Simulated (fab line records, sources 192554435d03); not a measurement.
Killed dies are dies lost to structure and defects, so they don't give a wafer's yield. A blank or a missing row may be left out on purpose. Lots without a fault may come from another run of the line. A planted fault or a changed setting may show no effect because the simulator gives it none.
Chamber matching | flow n5_finfet | N5_MOL_CONTACT_COAG_ETCH_47 on rie_diel-02: 4 sister chambers
The step etches SiNx in CH3F/O2, stops on W, target depth 27 nm. 16 wafers are shown with their chamber, then 8 later ones without.

WAFERS WITH THEIR CHAMBER
wafer  | chamber | showerhead_plenum_p_Torr (Torr) | drypump_motor_current_A (A) | throttle_valve_pct (%)
L076.2 | 3       | 2.12                            | 5.8                         | 16.20
L076.5 | 3       | 2.12                            | 5.8                         | 16.18
L076.6 | 0       | 2.06                            | 5.3                         | 16.49
L077.2 | 2       | 2.00                            | 5.0                         | 16.46
L077.5 | 1       | 2.08                            | 5.5                         | 16.63
L077.6 | 2       | 2.00                            | 5.0                         | 16.45
L079.3 | 3       | 2.12                            | 5.7                         | 16.19
L079.5 | 3       | 2.12                            | 5.7                         | 16.19
L079.6 | 0       | 2.05                            | 5.3                         | 16.50
L080.1 | 2       | 2.00                            | 5.0                         | 16.46
L080.4 | 1       | 2.08                            | 5.5                         | 16.64
L080.5 | 1       | 2.08                            | 5.6                         | 16.65
L083.4 | 1       | 2.07                            | 5.5                         | 16.65
L083.5 | 2       | 2.00                            | 5.0                         | 16.48
L083.6 | 3       | 2.11                            | 5.7                         | 16.21
L087.2 | 0       | 2.05                            | 5.3                         | 16.55

SIGNATURES (means of the wafers above)
reading                  | chamber 0 | chamber 1 | chamber 2 | chamber 3 | scatter within a chamber
showerhead_plenum_p_Torr | 2.0533    | 2.0775    | 2.0000    | 2.1180    | 0.0043
drypump_motor_current_A  | 5.300     | 5.525     | 5.000     | 5.740     | 0.0403
throttle_valve_pct       | 16.5133   | 16.6425   | 16.4625   | 16.1940   | 0.0167
Rule: a wafer's distance from a chamber is the root of the sum, over the readings, of the square of ((its reading less the chamber's mean) divided by the reading's scatter). The wafer belongs to the nearest chamber; if the next one is less than 2 further off, it can't be placed. The scatter: the root of (the sum of the squares of (reading less its chamber's mean) over the shown wafers, divided by (wafers less chambers)).

WAFERS WITHOUT THEIR CHAMBER
wafer  | showerhead_plenum_p_Torr (Torr) | drypump_motor_current_A (A) | throttle_valve_pct (%)
L087.3 | 2.11                            | 5.7                         | 16.22
L087.6 | 2.00                            | 5.0                         | 16.51
L089.1 | 2.11                            | 5.7                         | 16.25
L089.4 | 1.99                            | 5.0                         | 16.51
L089.6 | 2.04                            | 5.3                         | 16.56
L097.2 | 2.10                            | 5.7                         | 16.27
L097.3 | 2.07                            | 5.6                         | 16.71
L097.6 | 2.07                            | 5.6                         | 16.71

WHICH CHAMBER EACH WENT THROUGH
wafer  | from the rows above | in truth
L087.3 | 3                   | 3
L087.6 | 2                   | 2
L089.1 | 3                   | 3
L089.4 | 2                   | 2
L089.6 | 0                   | 0
L097.2 | 3                   | 3
L097.3 | 1                   | 1
L097.6 | 1                   | 1
Placed correctly: 8 of 8. Can't be placed from these rows: 0. Placed wrongly: 0.
